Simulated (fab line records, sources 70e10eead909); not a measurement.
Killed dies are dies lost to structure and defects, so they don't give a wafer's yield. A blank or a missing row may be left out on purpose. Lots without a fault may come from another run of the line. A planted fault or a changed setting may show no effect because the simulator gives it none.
Chamber matching | flow nand_harc | NHARC_P_M1_PRE_CLEAN_32 on pecvd-02: 3 sister chambers
The step time 12 s. 24 wafers are shown with their chamber, then 12 later ones without.

WAFERS WITH THEIR CHAMBER
wafer  | chamber | heater_power_w (W)
L074.2 | 2       | 724
L074.3 | 0       | 604
L074.5 | 2       | 733
L075.2 | 0       | 568
L075.3 | 1       | 590
L075.4 | 0       | 560
L077.2 | 0       | 651
L077.3 | 2       | 745
L077.6 | 0       | 639
L078.1 | 2       | 665
L078.3 | 0       | 636
L078.5 | 0       | 613
L081.3 | 0       | 599
L081.4 | 2       | 738
L081.6 | 1       | 572
L082.1 | 0       | 549
L082.4 | 0       | 550
L082.5 | 1       | 522
L084.3 | 0       | 526
L084.4 | 1       | 644
L084.6 | 2       | 806
L083.1 | 1       | 588
L083.2 | 2       | 763
L083.6 | 1       | 588

SIGNATURES (means of the wafers above)
reading        | chamber 0 | chamber 1 | chamber 2 | scatter within a chamber
heater_power_w | 590.45    | 584.00    | 739.14    | 41.6
Rule: a wafer's distance from a chamber is the root of the sum, over the readings, of the square of ((its reading less the chamber's mean) divided by the reading's scatter). The wafer belongs to the nearest chamber; if the next one is less than 2 further off, it can't be placed. The scatter: the root of (the sum of the squares of (reading less its chamber's mean) over the shown wafers, divided by (wafers less chambers)).

WAFERS WITHOUT THEIR CHAMBER
wafer  | heater_power_w (W)
L085.2 | 532
L085.3 | 622
L085.6 | 751
L091.4 | 777
L091.5 | 587
L091.6 | 575
L092.3 | 764
L092.4 | 612
L092.6 | 756
L094.4 | 626
L094.5 | 639
L094.6 | 747

WHICH CHAMBER EACH WENT THROUGH
wafer  | from the rows above          | in truth
L085.2 | can't be placed: 1 or 0      | 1
L085.3 | can't be placed: 0 or 1      | 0
L085.6 | 2                            | 2
L091.4 | 2                            | 2
L091.5 | can't be placed: 1 or 0      | 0
L091.6 | can't be placed: 1 or 0      | 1
L092.3 | 2                            | 2
L092.4 | can't be placed: 0 or 1      | 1
L092.6 | 2                            | 2
L094.4 | can't be placed: 0 or 1 or 2 | 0
L094.5 | can't be placed: 0 or 1 or 2 | 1
L094.6 | 2                            | 2
Placed correctly: 5 of 12. Can't be placed from these rows: 7 (the true chamber is among the candidates in 7). Placed wrongly: 0.
